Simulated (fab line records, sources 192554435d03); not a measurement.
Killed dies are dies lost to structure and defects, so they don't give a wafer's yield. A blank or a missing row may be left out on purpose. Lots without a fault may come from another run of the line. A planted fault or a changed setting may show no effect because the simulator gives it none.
fab line records | flow n5_finfet
record lots=11 wafers=33 last_day=18
route steps=1938 shown BEOL_M8@1391 MIM_TOP_ETCH@1853 PASSIVATION@1908
lots that met no fault: from a run of the same line without faults
start_h: hours from the record's first day to the start of the lot's first wafer shown | wait_h: hours since the lot's step before | " the same as in the row above | L1.1+2: a row that stands for several wafers | - no value, or no start given | * or withheld: withheld | < > ~ a bound
route shown NAME@n: a module of which the file shows steps, and the number in the route of the first | usual: mean/standard deviation of fault-free wafers | same: alike in all rows | chamber/n: place in a boat | sites: the reading at each site | _std_site: their standard deviation | _edge_site: outer sites' mean less inner sites' | radius_mm: how far each site lies from the wafer's centre | mask NAME#n: copy n | behind: the tool/chamber that last shaped the wafer | hold: why the lot was held/for how many hours/how that ended | device: the transistor (n, p or np) that didn't switch | end of line: the same wafers' tests at the end of the route | a step without rows: its recipe alone | killed: dies lost to structure and defects at the first sort, not the wafer's yield | map: a wafer's dies, x killed, . not, _ none there
set.NAME: the setting as run; set.NAME@STEP: as run at that earlier step | model.NAME: the simulator's own value behind a step, which no gauge read
steps of the route over a sample of lots; a table a step, a row a wafer
services: from which hour (start_h, from the record's first day; less than 0 if before it) a tool's chamber was out of use, for how many hours, and why
## steps
# step N5_BEOL_M8_CVD_78
# recipe material=Co target_thk_a=20 temp_c=withheld precursor=CCTBA/H2 pressure_torr=30 time_s=142.3
# columns lot.wafer tool chamber start_h wait_h
L780.1+2+3 cvd_co-01 2,0,1 205.03 0.3
L783.3+4+6 cvd_co-01 0,2,0 216.58 0.0
L782.3+4+6 cvd_co-01 1,0,1 221.83 0.0
L781.3+4+6 cvd_co-01 0,0,1 224.71 0.0
L785.3+4+6 cvd_co-01 0,1,2 234.23 0.0
L793.1+2+6 cvd_co-02 1,0,2 289.08 0.0
L798.2+5+6 cvd_co-01 1,1,0 313.70 0.3
L799.1+2+3 cvd_co-01 0,2,1 323.89 0.1
L802.1+2+4 cvd_co-01 1,2,1 331.65 0.2
L801.2+4+5 cvd_co-02 1,2,1 331.74 0.1
L803.4+5+6 cvd_co-02 2,0,2 354.47 0.1
# step N5_MIM_TOP_ETCH_PECVD_03
# recipe material=SiNx target_thk_a=200 temp_c=400 precursor=SiH4/NH3/N2 pressure_torr=1.5 rf_w=300 time_s=17.6
# usual heater_power_w=765/92 showerhead_plenum_p_Torr=5.17/0.073 throttle_valve_pct=40.1/1.8
# columns lot.wafer tool chamber start_h wait_h heater_power_w showerhead_plenum_p_Torr throttle_valve_pct
L780.1 pecvd-01 2 262.37 - 800 5.19 36.9
L780.2 " 1 " " 699 5.28 42.8
L780.3 " 0 " " 822 5.05 39.6
L782.3 pecvd-01 0 270.83 - 847 5.07 39.7
L782.4 " 2 " " 790 5.19 36.9
L782.6 " 1 " " 631 5.28 42.7
L783.3 pecvd-02 2 272.32 - 825 5.11 39.1
L783.4 " 2 " " 813 5.12 38.9
L783.6 " 0 " " 853 5.16 42.8
L781.3 pecvd-02 0 279.02 - 824 5.15 42.5
L781.4 " 1 " " 747 5.23 39.3
L781.6 " 0 " " 841 5.14 42.7
L785.3 pecvd-01 0 283.69 - 841 5.05 39.5
L785.4 " 2 " " 938 5.19 37.3
L785.6 " 0 " " 687 5.05 39.7
L793.1 pecvd-02 0 339.67 - 863 5.15 42.6
L793.2 " 1 " " 735 5.25 39.1
L793.6 " 1 " " 728 5.23 39.0
L798.2 pecvd-01 1 377.36 - 660 5.27 42.7
L798.5 " 2 " " 864 5.19 37.9
L798.6 " 1 " " 670 5.29 42.9
L799.1 pecvd-01 0 380.80 - 778 5.07 40.1
L799.2 " 2 " " 804 5.19 37.8
L799.3 " 1 " " 697 5.28 42.8
L802.1 pecvd-01 1 385.94 - 670 5.28 43.0
L802.2 " 0 " " 706 5.06 40.2
L802.4 " 2 " " 907 5.19 38.1
L801.2 pecvd-01 2 386.81 - 781 5.19 38.0
L801.4 " 2 " " 802 5.20 37.9
L801.5 " 0 " " 740 5.07 40.0
L803.4 pecvd-03 2 412.75 - 702 5.16 39.2
L803.5 " 0 " " 696 5.24 39.8
L803.6 " 1 " " 718 5.06 41.7
# step N5_PASSIVATION_DESCUM_32
# recipe chemistry=O2 time_s=7.9 source_power_w=50 bias_power_w=20 pressure_mtorr=20 rf_frequency_hz=2.712e+07 temp_c=40 o2_flow_sccm=225
# usual drypump_motor_current_A=5.4/0.38 oes_product_au=0.78/0.091 rf_vpp_V=243.3/1.5 showerhead_plenum_p_Torr=2.09/0.083 throttle_valve_pct=20.33/0.14
# columns lot.wafer tool chamber start_h wait_h drypump_motor_current_A oes_product_au rf_hours_counter_h rf_vpp_V showerhead_plenum_p_Torr throttle_valve_pct
L780.1 rie_diel-04 3 267.17 0.6 5.6 0.68 222 242.3 1.96 20.33
L780.2 " 2 " " 4.8 0.85 69 240.1 2.04 20.42
L780.3 " 3 " " 5.6 0.68 - 241.3 1.96 20.33
L782.3 rie_diel-05 3 275.56 0.0 5.7 0.84 50 245.4 2.20 20.20
L782.4 " 1 " " 5.5 0.72 220 241.0 1.96 20.42
L782.6 " 1 " " 5.5 0.72 - 241.2 1.96 20.43
L783.3 rie_diel-05 0 276.28 0.0 5.0 0.76 106 243.7 2.11 20.07
L783.4 " 2 " " 5.9 0.68 230 243.4 2.17 20.47
L783.6 " 3 " " 5.7 0.84 - 246.0 2.20 20.23
L781.3 rie_diel-04 2 283.14 0.0 4.8 0.83 76 242.0 2.04 20.42
L781.4 " 0 " " 5.9 0.67 228 241.9 1.96 20.54
L781.6 " 0 " " 5.9 0.68 - 242.7 1.96 20.53
L785.3 rie_diel-05 3 289.60 0.2 5.7 0.84 55 243.8 2.19 20.23
L785.4 " 1 " " 5.5 0.71 226 241.7 1.96 20.43
L785.6 " 1 " " 5.5 0.71 - 242.3 1.96 20.43
L793.1 rie_diel-05 1 346.36 0.0 5.5 0.70 248 240.3 1.95 20.45
L793.2 " 0 " " 4.9 0.75 134 243.8 2.09 20.10
L793.6 " 0 " " 4.9 0.74 - 244.1 2.10 20.09
L798.2 rie_diel-05 0 381.31 0.0 4.9 0.74 148 245.0 2.09 20.14
L798.5 " 2 " " 5.9 0.97 - 244.7 2.16 20.20
L798.6 " 0 " " 5.0 0.73 - 244.6 2.09 20.12
L799.1 rie_diel-04 0 384.09 0.0 5.9 0.93 13 245.5 2.21 20.05
L799.2 " 1 " " 5.3 0.89 33 243.3 2.12 20.35
L799.3 " 3 " " 5.6 0.99 1 244.9 2.21 20.06
L802.1 rie_diel-05 3 390.04 0.0 5.7 0.79 95 244.4 2.18 20.29
L802.2 " 2 " " 5.9 0.96 8 242.7 2.16 20.20
L802.4 " 0 " " 4.9 0.73 - 243.8 2.09 20.12
L801.2 rie_diel-05 3 392.85 0.1 5.7 0.79 97 244.5 2.18 20.32
L801.4 " 0 " " 5.0 0.72 - 243.0 2.09 20.13
L801.5 " 3 " " 5.7 0.78 - 245.4 2.18 20.30
L803.4 rie_diel-02 3 417.31 0.1 5.3 0.79 122 242.8 2.09 20.40
L803.5 " 2 " " 5.9 0.91 - 244.3 2.12 20.26
L803.6 " 1 " " 5.0 0.76 - 243.5 2.12 20.38
# step N5_PASSIVATION_ETCH_54
# recipe chemistry=CHF3/O2 target=SiO2 target_depth_a=8800 CHF3_flow_sccm=50 O2_flow_sccm=5 Ar_flow_sccm=200 time_s=440 mask_material=PR pressure_mtorr=30 source_w=650 bias_w=170 ion_energy_ev=200
# usual drypump_motor_current_A=5.4/0.39 oes_product_au=0.79/0.094 rf_vpp_V=525/6.8 showerhead_plenum_p_Torr=2.41/0.099 throttle_valve_pct=18.75/0.2
# columns lot.wafer tool chamber start_h wait_h drypump_motor_current_A oes_product_au rf_hours_counter_h rf_vpp_V showerhead_plenum_p_Torr throttle_valve_pct
L780.1 rie_diel-04 2 269.33 0.1 4.8 0.84 70 530 2.34 18.73
L780.2 " 1 " " 5.3 0.69 242 520 2.48 19.11
L780.3 " 3 " " 5.7 0.69 223 537 2.28 18.79
L782.3 rie_diel-05 3 277.56 0.1 5.7 0.84 50 529 2.55 18.72
L782.4 " 0 " " 5.0 0.77 106 522 2.41 18.38
L782.6 " 1 " " 5.5 0.72 - 530 2.30 19.00
L783.3 rie_diel-04 2 278.57 0.1 4.8 0.83 74 529 2.34 18.74
L783.4 " 0 " " 5.9 0.68 226 516 2.28 18.99
L783.6 " 1 " " 5.3 0.69 - 519 2.48 19.11
L781.3 rie_diel-05 1 285.41 0.1 5.5 0.72 224 531 2.30 19.02
L781.4 " 0 " " 5.0 0.77 - 521 2.41 18.38
L781.6 " 1 " " 5.5 0.72 - 531 2.30 19.02
L785.3 rie_diel-04 3 291.85 0.1 5.6 0.68 233 535 2.27 18.83
L785.4 " 3 " " 5.6 0.67 - 535 2.27 18.82
L785.6 " 2 " " 4.8 0.83 - 531 2.34 18.74
L793.1 rie_diel-05 0 348.59 0.1 5.0 0.75 134 522 2.40 18.43
L793.2 " 1 " " 5.5 0.70 248 530 2.29 19.05
L793.6 " 1 " " 5.5 0.69 - 529 2.29 19.06
L798.2 rie_diel-02 3 383.93 0.1 5.4 0.80 109 520 2.42 18.74
L798.5 " 2 " " 5.9 0.93 - 510 2.46 18.69
L798.6 " 1 " " 5.0 0.76 - 515 2.43 18.69
L799.1 rie_diel-02 1 386.16 0.1 5.0 0.77 116 514 2.43 18.68
L799.2 " 2 " " 5.9 0.92 10 511 2.46 18.69
L799.3 " 3 " " 5.4 0.80 110 520 2.41 18.74
L802.1 rie_diel-04 3 392.98 0.1 5.6 0.96 4 520 2.55 18.49
L802.2 " 2 " " 4.8 0.79 121 530 2.32 18.79
L802.4 " 1 " " 5.3 0.87 37 517 2.46 18.81
L801.2 rie_diel-04 0 395.63 0.1 5.8 0.91 18 525 2.56 18.57
L801.4 " 2 " " 4.8 0.78 122 531 2.32 18.81
L801.5 " 3 " " 5.6 0.95 - 521 2.55 18.49
L803.4 rie_diel-05 1 419.68 0.1 5.5 0.96 6 540 2.58 18.64
L803.5 " 1 " " 5.4 0.96 - 538 2.58 18.63
L803.6 " 2 " " 5.9 0.92 - 527 2.46 18.45
# step N5_PASSIVATION_PROBE_49
# usual defect_limited_yield=91.7/1.5 killed_at_M0_to_M3=32/9.6 killed_at_M4_up=13/5.3 killed_at_contacts=12/6.8 killed_at_front_end=36/9.8 killed_at_other=4/3.1 killed_dies=98/17 killed_on_rim=13/4 killed_open=65/13 killed_short=32/8.5 sort_bin_5_function=4.9/0.93 sort_bin_6_memory=3.2/0.67 sort_n_pass=1082/17 sort_yield_pct=91.7/1.4
# same gross_dies=1180 killed_at_back_side=0 sort_bin_4_leakage[%]=0 sort_bin_8_speed[%]=0
# columns lot.wafer tool chamber start_h wait_h defect_limited_yield[%] killed_at_M0_to_M3 killed_at_M4_up killed_at_contacts killed_at_front_end killed_at_other killed_dies killed_on_rim killed_open killed_short sort_bin_5_function[%] sort_bin_6_memory[%] sort_n_pass sort_yield_pct[%]
L780.1 prober-01 - 272.12 0.0 92.8 33 10 14 28 0 85 8 63 21 4.7 2.4 1095 92.8
L780.2 prober-01 - 272.17 0.1 91.0 34 6 27 37 2 106 11 71 34 4.6 4.4 1074 91.0
L780.3 prober-01 - 272.22 0.1 91.3 42 7 15 37 2 103 12 64 38 5.3 3.1 1077 91.3
L781.3 prober-02 - 288.37 0.1 81.5 42 145 9 18 4 218 31 48 31 11.3 3.2 962 81.5
L781.4 prober-02 - 288.42 0.2 81.6 37 138 9 29 4 217 26 58 29 10.6 3.6 963 81.6
L781.6 prober-02 - 288.52 0.3 92.7 37 12 4 27 6 86 15 50 35 3.8 3.2 1094 92.7
L785.3 prober-01 - 294.73 0.1 82.4 28 149 16 12 3 208 27 53 17 10.0 3.8 972 82.4
L785.4 prober-01 - 294.78 0.2 92.7 32 10 12 28 4 86 12 53 32 4.6 2.5 1094 92.7
L785.6 prober-01 - 294.88 0.3 91.4 36 10 6 44 5 101 16 78 23 5.0 3.5 1079 91.4
# killed by level:class
L780.1 BEOL_M0_SAQP:geometric_particle:open=14 STI_FIN_REVEAL:geometric_particle:open=12 MOL_CONTACT_COAG:geometric_particle:open=12 BEOL_M0_SAQP:geometric_particle:short=8 FIN_SAQP:geometric_particle:short=5 BEOL_M3:geometric_particle:open=5 FIN_SAQP:geometric_particle:open=4 BEOL_M1:geometric_particle:open=3
L780.2 MOL_CONTACT_COAG:geometric_particle:open=21 BEOL_M0_SAQP:geometric_particle:open=10 STI_FIN_REVEAL:geometric_particle:open=9 GATE_CUT:geometric_particle:short=7 BEOL_M3:geometric_particle:open=7 MOL_CONTACT_COAG:geometric_particle:short=6 DUMMY_GATE:geometric_particle:open=4 BEOL_M0_SAQP:geometric_particle:short=4
L780.3 BEOL_M0_SAQP:geometric_particle:short=15 MOL_CONTACT_COAG:geometric_particle:open=13 BEOL_M0_SAQP:geometric_particle:open=11 FIN_SAQP:geometric_particle:short=8 STI_FIN_REVEAL:geometric_particle:open=7 DUMMY_GATE:geometric_particle:open=7 FIN_SAQP:geometric_particle:open=6 BEOL_M3:geometric_particle:open=6
L781.3 BEOL_M8:unspecified=138 BEOL_M0_SAQP:geometric_particle:open=11 BEOL_M2:geometric_particle:open=9 BEOL_M0_SAQP:geometric_particle:short=7 MOL_CONTACT_COAG:geometric_particle:open=6 FIN_SAQP:geometric_particle:short=4 BEOL_M0:geometric_particle:short=4 BEOL_M3:geometric_particle:open=4
L781.4 BEOL_M8:unspecified=130 DUMMY_GATE:geometric_particle:open=11 MOL_CONTACT_COAG:geometric_particle:open=8 FIN_SAQP:geometric_particle:short=7 BEOL_M2:geometric_particle:open=7 BEOL_M1:geometric_particle:short=6 BEOL_M1:geometric_particle:open=6 BEOL_M3:geometric_particle:open=6
L781.6 BEOL_M0_SAQP:geometric_particle:short=14 BEOL_M0_SAQP:geometric_particle:open=11 FIN_SAQP:geometric_particle:short=4 BEOL_M2:geometric_particle:open=4 BEOL_M4:geometric_particle:open=4 FIN_SAQP:geometric_particle:open=3 STI_FIN_REVEAL:geometric_particle:open=3 DUMMY_GATE:geometric_particle:open=3
L785.3 BEOL_M8:unspecified=136 MOL_CONTACT_COAG:geometric_particle:open=14 BEOL_M0_SAQP:geometric_particle:short=9 BEOL_M4:geometric_particle:open=6 BEOL_M0_SAQP:geometric_particle:open=6 BEOL_M2:geometric_particle:open=5 BEOL_M1:geometric_particle:open=4 GATE_CUT:geometric_particle:short=3
L785.4 BEOL_M0_SAQP:geometric_particle:short=9 STI_FIN_REVEAL:geometric_particle:open=8 MOL_CONTACT_COAG:geometric_particle:short=8 BEOL_M2:geometric_particle:open=8 BEOL_M0_SAQP:geometric_particle:open=6 DUMMY_GATE:geometric_particle:open=5 MOL_CONTACT_COAG:geometric_particle:open=4 BEOL_M1:geometric_particle:open=4
L785.6 STI_FIN_REVEAL:geometric_particle:open=20 BEOL_M2:geometric_particle:open=11 BEOL_M0_SAQP:geometric_particle:open=7 FIN_SAQP:geometric_particle:open=5 MOL_CONTACT_COAG:geometric_particle:open=5 BEOL_M0_SAQP:geometric_particle:short=4 BEOL_M1:geometric_particle:open=4 BEOL_M3:geometric_particle:open=4
## services
# columns tool chamber start_h hours kind
pecvd-01 2 209.43 19.8 repair
rie_diel-04 - 212.45 14.6 pm
rie_diel-05 0 213.96 11.5 repair
pecvd-01 - 229.78 28.1 pm
rie_diel-05 1 253.43 2.5 repair
pecvd-01 0 265.44 4.3 repair
rie_diel-02 - 273.16 0.6 repair
rie_diel-05 - 278.82 0.5 repair
rie_diel-05 2 282.21 3.3 repair
rie_diel-02 3 310.74 16.3 repair
pecvd-02 - 318.61 0.8 repair
rie_diel-04 0 330.12 3.0 repair
rie_diel-05 2 333.81 16.7 repair
cvd_co-02 - 335.10 3.6 repair
rie_diel-04 3 346.95 4.0 repair
rie_diel-05 2 354.23 - clean
rie_diel-05 2 354.23 - consumable_replace:focus_ring
rie_diel-05 2 354.23 18.1 scheduled_down
rie_diel-05 2 354.23 18.1 vent_cycle
rie_diel-05 - 364.22 2.8 pm
rie_diel-05 1 372.37 - clean
rie_diel-05 1 372.37 - consumable_replace:focus_ring
rie_diel-05 - 408.64 10.0 pm
cvd_co-01 - 412.64 1.6 repair
## key
first_sign step=N5_PASSIVATION_PROBE_49 reading=killed_at_M4_up direction=up sigmas=25 usual=13 struck=144
effect step=N5_PASSIVATION_PROBE_49 reading=defect_limited_yield direction=down sigmas=6.7 usual=91.7 struck=81.8
more_kills_born_at N5_BEOL_M8_CVD_78@cvd_co-01=404
met_at N5_BEOL_M8_CVD_78
struck_lots L781,L785
struck_wafers L781.3,L781.4,L785.3
not_acting_at N5_MIM_TOP_ETCH_PECVD_03,N5_PASSIVATION_DESCUM_32,N5_PASSIVATION_ETCH_54
onset_between 221.83 224.71
fault kind=chamber_particle_source tool=cvd_co-01 chamber=0 onset_h=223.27 steps=N5_BEOL_M8_CVD_78 rate_per_visit_cm2=2.0831 end_h=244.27
